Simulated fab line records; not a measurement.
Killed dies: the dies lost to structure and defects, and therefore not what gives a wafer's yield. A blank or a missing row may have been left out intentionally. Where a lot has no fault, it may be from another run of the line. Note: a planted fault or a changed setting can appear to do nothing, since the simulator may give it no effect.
Which of the tools did it? || flow nandHarc || 38 wafers from 14 lots sampled at 4 of the route's 1302 steps

## WHAT THE GAUGES SHOWED, per wafer
Not one reading of a measure or inspect step in the record can be checked against a usual standard deviation.

## EACH LOT AND THE TOOL THAT RAN IT (in order: tool; ch and the chambers of the sampled wafers; start)
{"lot": "L373", "NHARC_P_BONDPAD_STRIP_15": "rieDiel-01 ch 0,2,3, day 6 20:35", "NHARC_P_BONDPAD_PVD_17": "pvdSputter-02, day 6 23:00 or earlier", "NHARC_P_BONDPAD_PVD_27": "pvdSputter-02, day 6 23:00 or earlier", "NHARC_A_ZERO_WELL_SOFTBAKE_05": "lithoTrack-02 ch 0, day 6 23:00"}
{"lot": "L374", "NHARC_P_BONDPAD_STRIP_15": "rieDiel-05 ch 0,1,2, day 7 07:17", "NHARC_P_BONDPAD_PVD_17": "pvdSputter-01, day 7 10:00 or earlier", "NHARC_P_BONDPAD_PVD_27": "pvdSputter-01, day 7 10:00 or earlier", "NHARC_A_ZERO_WELL_SOFTBAKE_05": "lithoTrack-05 ch 0, day 7 10:00"}
{"lot": "L375", "NHARC_P_BONDPAD_STRIP_15": "rieDiel-05 ch 1,2, day 8 01:05", "NHARC_P_BONDPAD_PVD_17": "pvdSputter-01, day 8 04:00 or earlier", "NHARC_P_BONDPAD_PVD_27": "pvdSputter-01, day 8 04:00 or earlier", "NHARC_A_ZERO_WELL_SOFTBAKE_05": "lithoTrack-07 ch 0, day 8 04:00"}
{"lot": "L376", "NHARC_P_BONDPAD_STRIP_15": "rieDiel-07 ch 0,2,3, day 8 06:07", "NHARC_P_BONDPAD_PVD_17": "pvdSputter-01, day 8 09:00 or earlier", "NHARC_P_BONDPAD_PVD_27": "pvdSputter-01, day 8 09:00 or earlier", "NHARC_A_ZERO_WELL_SOFTBAKE_05": "lithoTrack-07 ch 0, day 8 09:00"}
{"lot": "L377", "NHARC_P_BONDPAD_STRIP_15": "rieDiel-01 ch 2,3, day 8 11:17", "NHARC_P_BONDPAD_PVD_17": "pvdSputter-01, day 8 14:00 or earlier", "NHARC_P_BONDPAD_PVD_27": "pvdSputter-01, day 8 14:00 or earlier", "NHARC_A_ZERO_WELL_SOFTBAKE_05": "lithoTrack-07 ch 0, day 8 14:00"}
{"lot": "L380", "NHARC_P_BONDPAD_STRIP_15": "rieDiel-05 ch 0, day 10 02:49", "NHARC_P_BONDPAD_PVD_17": "pvdSputter-03, day 10 05:00 or earlier", "NHARC_P_BONDPAD_PVD_27": "pvdSputter-03, day 10 05:00 or earlier", "NHARC_A_ZERO_WELL_SOFTBAKE_05": "lithoTrack-07 ch 0, day 10 05:00"}
{"lot": "L381", "NHARC_P_BONDPAD_STRIP_15": "rieDiel-05 ch 3, day 10 08:14", "NHARC_P_BONDPAD_PVD_17": "pvdSputter-01, day 10 11:00 or earlier", "NHARC_P_BONDPAD_PVD_27": "pvdSputter-01, day 10 11:00 or earlier", "NHARC_A_ZERO_WELL_SOFTBAKE_05": "lithoTrack-07 ch 0, day 10 11:00"}
{"lot": "L388", "NHARC_P_BONDPAD_STRIP_15": "rieDiel-05 ch 2,3, day 13 13:21", "NHARC_P_BONDPAD_PVD_17": "pvdSputter-02, day 13 16:00 or earlier", "NHARC_P_BONDPAD_PVD_27": "pvdSputter-02, day 13 16:00 or earlier", "NHARC_A_ZERO_WELL_SOFTBAKE_05": "lithoTrack-07 ch 0, day 13 16:00"}
{"lot": "L389", "NHARC_P_BONDPAD_STRIP_15": "rieDiel-05 ch 0,3, day 13 16:22", "NHARC_P_BONDPAD_PVD_17": "pvdSputter-03, day 13 19:00 or earlier", "NHARC_P_BONDPAD_PVD_27": "pvdSputter-03, day 13 19:00 or earlier", "NHARC_A_ZERO_WELL_SOFTBAKE_05": "lithoTrack-07 ch 0, day 13 19:00"}
{"lot": "L391", "NHARC_P_BONDPAD_STRIP_15": "rieDiel-07 ch 0,2,3, day 14 14:13", "NHARC_P_BONDPAD_PVD_17": "pvdSputter-02, day 14 17:00 or earlier", "NHARC_P_BONDPAD_PVD_27": "pvdSputter-02, day 14 17:00 or earlier", "NHARC_A_ZERO_WELL_SOFTBAKE_05": "lithoTrack-02 ch 0, day 14 17:00"}
{"lot": "L392", "NHARC_P_BONDPAD_STRIP_15": "rieDiel-05 ch 0,1,3, day 15 07:37", "NHARC_P_BONDPAD_PVD_17": "pvdSputter-02, day 15 10:00 or earlier", "NHARC_P_BONDPAD_PVD_27": "pvdSputter-02, day 15 10:00 or earlier", "NHARC_A_ZERO_WELL_SOFTBAKE_05": "lithoTrack-02 ch 0, day 15 10:00"}
{"lot": "L393", "NHARC_P_BONDPAD_STRIP_15": "rieDiel-01 ch 0,2,3, day 15 19:37", "NHARC_P_BONDPAD_PVD_17": "pvdSputter-02, day 15 22:00 or earlier", "NHARC_P_BONDPAD_PVD_27": "pvdSputter-02, day 15 22:00 or earlier", "NHARC_A_ZERO_WELL_SOFTBAKE_05": "lithoTrack-07 ch 0, day 15 22:00"}
{"lot": "L394", "NHARC_P_BONDPAD_STRIP_15": "rieDiel-07 ch 0,3, day 15 22:01", "NHARC_P_BONDPAD_PVD_17": "pvdSputter-02, day 16 01:00 or earlier", "NHARC_P_BONDPAD_PVD_27": "pvdSputter-02, day 16 01:00 or earlier", "NHARC_A_ZERO_WELL_SOFTBAKE_05": "lithoTrack-02 ch 0, day 16 01:00"}
{"lot": "L395", "NHARC_P_BONDPAD_STRIP_15": "rieDiel-07 ch 1,3, day 16 05:28", "NHARC_P_BONDPAD_PVD_17": "pvdSputter-03, day 16 08:00 or earlier", "NHARC_P_BONDPAD_PVD_27": "pvdSputter-03, day 16 08:00 or earlier", "NHARC_A_ZERO_WELL_SOFTBAKE_05": "lithoTrack-02 ch 0, day 16 08:00"}
- NHARC_P_BONDPAD_STRIP_15: strips in O2.
- NHARC_P_BONDPAD_PVD_17: deposits TaN, target thk 5 nm, time 8.06 s.
- NHARC_P_BONDPAD_PVD_27: deposits Cu, target thk 30 nm, time 20.49 s.
- NHARC_A_ZERO_WELL_SOFTBAKE_05: time 70 s.

## AS READ BY THE TOOLS THEMSELVES (means over the sampled wafers that have a number; for cases with no such wafer, the mark the record gives instead)
NHARC_P_BONDPAD_STRIP_15.
{"lot": "L373", "tool": "rieDiel-01", "drypumpMotorCurrentA (A)": 5.7, "oesProductAu (a.u.)": 1.000, "rfVppV (V)": 58.3, "showerheadPlenumPTorr (Torr)": 3.50, "throttleValvePct (%)": 17.037}
{"lot": "L374", "tool": "rieDiel-05", "drypumpMotorCurrentA (A)": 5.6, "oesProductAu (a.u.)": 1.011, "rfVppV (V)": 57.4, "showerheadPlenumPTorr (Torr)": 3.40, "throttleValvePct (%)": 17.040}
{"lot": "L375", "tool": "rieDiel-05", "drypumpMotorCurrentA (A)": 5.9, "oesProductAu (a.u.)": 1.011, "rfVppV (V)": 57.5, "showerheadPlenumPTorr (Torr)": 3.40, "throttleValvePct (%)": 17.040}
{"lot": "L376", "tool": "rieDiel-07", "drypumpMotorCurrentA (A)": 6.0, "oesProductAu (a.u.)": 1.007, "rfVppV (V)": 57.2, "showerheadPlenumPTorr (Torr)": 3.51, "throttleValvePct (%)": 17.033}
{"lot": "L377", "tool": "rieDiel-01", "drypumpMotorCurrentA (A)": 6.0, "oesProductAu (a.u.)": 1.007, "rfVppV (V)": 58.8, "showerheadPlenumPTorr (Torr)": 3.61, "throttleValvePct (%)": 17.029}
{"lot": "L380", "tool": "rieDiel-05", "drypumpMotorCurrentA (A)": 5.0, "oesProductAu (a.u.)": 0.998, "rfVppV (V)": 57.1, "showerheadPlenumPTorr (Torr)": 3.38, "throttleValvePct (%)": 17.028}
{"lot": "L381", "tool": "rieDiel-05", "drypumpMotorCurrentA (A)": 5.1, "oesProductAu (a.u.)": 0.991, "rfVppV (V)": 58.0, "showerheadPlenumPTorr (Torr)": 3.54, "throttleValvePct (%)": 17.040}
{"lot": "L388", "tool": "rieDiel-05", "drypumpMotorCurrentA (A)": 5.3, "oesProductAu (a.u.)": 0.999, "rfVppV (V)": 57.5, "showerheadPlenumPTorr (Torr)": 3.49, "throttleValvePct (%)": 17.042}
{"lot": "L389", "tool": "rieDiel-05", "drypumpMotorCurrentA (A)": 5.2, "oesProductAu (a.u.)": 1.000, "rfVppV (V)": 58.1, "showerheadPlenumPTorr (Torr)": 3.49, "throttleValvePct (%)": 17.039}
{"lot": "L391", "tool": "rieDiel-07", "drypumpMotorCurrentA (A)": 6.0, "oesProductAu (a.u.)": 1.008, "rfVppV (V)": 57.4, "showerheadPlenumPTorr (Torr)": 3.51, "throttleValvePct (%)": 17.034}
{"lot": "L392", "tool": "rieDiel-05", "drypumpMotorCurrentA (A)": 5.4, "oesProductAu (a.u.)": 0.987, "rfVppV (V)": 57.5, "showerheadPlenumPTorr (Torr)": 3.45, "throttleValvePct (%)": 17.046}
{"lot": "L393", "tool": "rieDiel-01", "drypumpMotorCurrentA (A)": 5.8, "oesProductAu (a.u.)": 1.010, "rfVppV (V)": 58.2, "showerheadPlenumPTorr (Torr)": 3.50, "throttleValvePct (%)": 17.028}
{"lot": "L394", "tool": "rieDiel-07", "drypumpMotorCurrentA (A)": 5.8, "oesProductAu (a.u.)": 1.007, "rfVppV (V)": 57.8, "showerheadPlenumPTorr (Torr)": 3.44, "throttleValvePct (%)": 17.029}
{"lot": "L395", "tool": "rieDiel-07", "drypumpMotorCurrentA (A)": 6.0, "oesProductAu (a.u.)": 1.006, "rfVppV (V)": 57.3, "showerheadPlenumPTorr (Torr)": 3.45, "throttleValvePct (%)": 17.037}

NHARC_P_BONDPAD_PVD_17.
{"lot": "L373", "tool": "pvdSputter-02", "biasV (V)": 168.2, "throttleValvePct (%)": 29.4}
{"lot": "L374", "tool": "pvdSputter-01", "biasV (V)": 168.6, "throttleValvePct (%)": 29.8}
{"lot": "L375", "tool": "pvdSputter-01", "biasV (V)": 169.0, "throttleValvePct (%)": 29.6}
{"lot": "L376", "tool": "pvdSputter-01", "biasV (V)": 169.6, "throttleValvePct (%)": 29.9}
{"lot": "L377", "tool": "pvdSputter-01", "biasV (V)": 170.2, "throttleValvePct (%)": 29.6}
{"lot": "L380", "tool": "pvdSputter-03", "biasV (V)": 169.4, "throttleValvePct (%)": 29.7}
{"lot": "L381", "tool": "pvdSputter-01", "biasV (V)": 167.6, "throttleValvePct (%)": 29.2}
{"lot": "L388", "tool": "pvdSputter-02", "biasV (V)": 168.0, "throttleValvePct (%)": 29.2}
{"lot": "L389", "tool": "pvdSputter-03", "biasV (V)": 169.4, "throttleValvePct (%)": 30.2}
{"lot": "L391", "tool": "pvdSputter-02", "biasV (V)": 168.4, "throttleValvePct (%)": 29.8}
{"lot": "L392", "tool": "pvdSputter-02", "biasV (V)": 169.8, "throttleValvePct (%)": 29.8}
{"lot": "L393", "tool": "pvdSputter-02", "biasV (V)": 168.1, "throttleValvePct (%)": 28.9}
{"lot": "L394", "tool": "pvdSputter-02", "biasV (V)": 167.7, "throttleValvePct (%)": 30.4}
{"lot": "L395", "tool": "pvdSputter-03", "biasV (V)": 169.6, "throttleValvePct (%)": 29.9}

NHARC_P_BONDPAD_PVD_27.
{"lot": "L373", "tool": "pvdSputter-02", "throttleValvePct (%)": 29.5}
{"lot": "L374", "tool": "pvdSputter-01", "throttleValvePct (%)": 29.5}
{"lot": "L375", "tool": "pvdSputter-01", "throttleValvePct (%)": 30.2}
{"lot": "L376", "tool": "pvdSputter-01", "throttleValvePct (%)": 29.6}
{"lot": "L377", "tool": "pvdSputter-01", "throttleValvePct (%)": 30.5}
{"lot": "L380", "tool": "pvdSputter-03", "throttleValvePct (%)": 29.9}
{"lot": "L381", "tool": "pvdSputter-01", "throttleValvePct (%)": 31.5}
{"lot": "L388", "tool": "pvdSputter-02", "throttleValvePct (%)": 29.7}
{"lot": "L389", "tool": "pvdSputter-03", "throttleValvePct (%)": 29.7}
{"lot": "L391", "tool": "pvdSputter-02", "throttleValvePct (%)": 29.9}
{"lot": "L392", "tool": "pvdSputter-02", "throttleValvePct (%)": 29.0}
{"lot": "L393", "tool": "pvdSputter-02", "throttleValvePct (%)": 29.0}
{"lot": "L394", "tool": "pvdSputter-02", "throttleValvePct (%)": 30.5}
{"lot": "L395", "tool": "pvdSputter-03", "throttleValvePct (%)": 30.1}

NHARC_A_ZERO_WELL_SOFTBAKE_05.
{"lot": "L373", "tool": "lithoTrack-02", "heaterPowerTotalW (W)": 201.0}
{"lot": "L374", "tool": "lithoTrack-05", "heaterPowerTotalW (W)": 199.1}
{"lot": "L375", "tool": "lithoTrack-07", "heaterPowerTotalW (W)": 201.6}
{"lot": "L376", "tool": "lithoTrack-07", "heaterPowerTotalW (W)": 199.5}
{"lot": "L377", "tool": "lithoTrack-07", "heaterPowerTotalW (W)": 200.6}
{"lot": "L380", "tool": "lithoTrack-07", "heaterPowerTotalW (W)": 207.2}
{"lot": "L381", "tool": "lithoTrack-07", "heaterPowerTotalW (W)": 206.6}
{"lot": "L388", "tool": "lithoTrack-07", "heaterPowerTotalW (W)": 201.7}
{"lot": "L389", "tool": "lithoTrack-07", "heaterPowerTotalW (W)": 201.8}
{"lot": "L391", "tool": "lithoTrack-02", "heaterPowerTotalW (W)": 201.3}
{"lot": "L392", "tool": "lithoTrack-02", "heaterPowerTotalW (W)": 202.0}
{"lot": "L393", "tool": "lithoTrack-07", "heaterPowerTotalW (W)": 200.4}
{"lot": "L394", "tool": "lithoTrack-02", "heaterPowerTotalW (W)": 201.7}
{"lot": "L395", "tool": "lithoTrack-02", "heaterPowerTotalW (W)": 200.5}

## THE ANSWER, worked out from the rows above alone
Rule: usual is defined by the lots themselves. The widest of any qualifying gaps counts: lots, ordered by their means at a reading, are off when they make up no more than a third of the lots, leave a main group of 4 or more, and stand apart from it by 3 or more times the standard deviation of that group's means. A main group is skipped when, at the precision printed for the reading in the tables above, its means are all equal. A lot without any number at a reading at which 4 lots or more have one is off too. Where the step has rows for the other lots, those lots are counted as sound. First the gauges in route order, then the tools' own readings, where a lot's mean is used as printed above. The first step at which some lot is off is used, and at that step the reading that is off furthest; a lot without a number counts as furthest.
Off: L380, L381, at NHARC_A_ZERO_WELL_SOFTBAKE_05 (heaterPowerTotalW). Main group: mean 200.9 W, sd 0.9.
A tool fits if, at that step or a process step before it, it ran every lot that is off, and no sound lot after the first of them. Because NHARC_P_BONDPAD_PVD_17 lacks a start for some lots, the hours and order of its lots are taken from NHARC_A_ZERO_WELL_SOFTBAKE_05. Because NHARC_P_BONDPAD_PVD_27 lacks a start for some lots, the hours and order of its lots are taken from NHARC_A_ZERO_WELL_SOFTBAKE_05. None of those tried fits.

## WHAT THE SIMULATOR HAD PUT IN
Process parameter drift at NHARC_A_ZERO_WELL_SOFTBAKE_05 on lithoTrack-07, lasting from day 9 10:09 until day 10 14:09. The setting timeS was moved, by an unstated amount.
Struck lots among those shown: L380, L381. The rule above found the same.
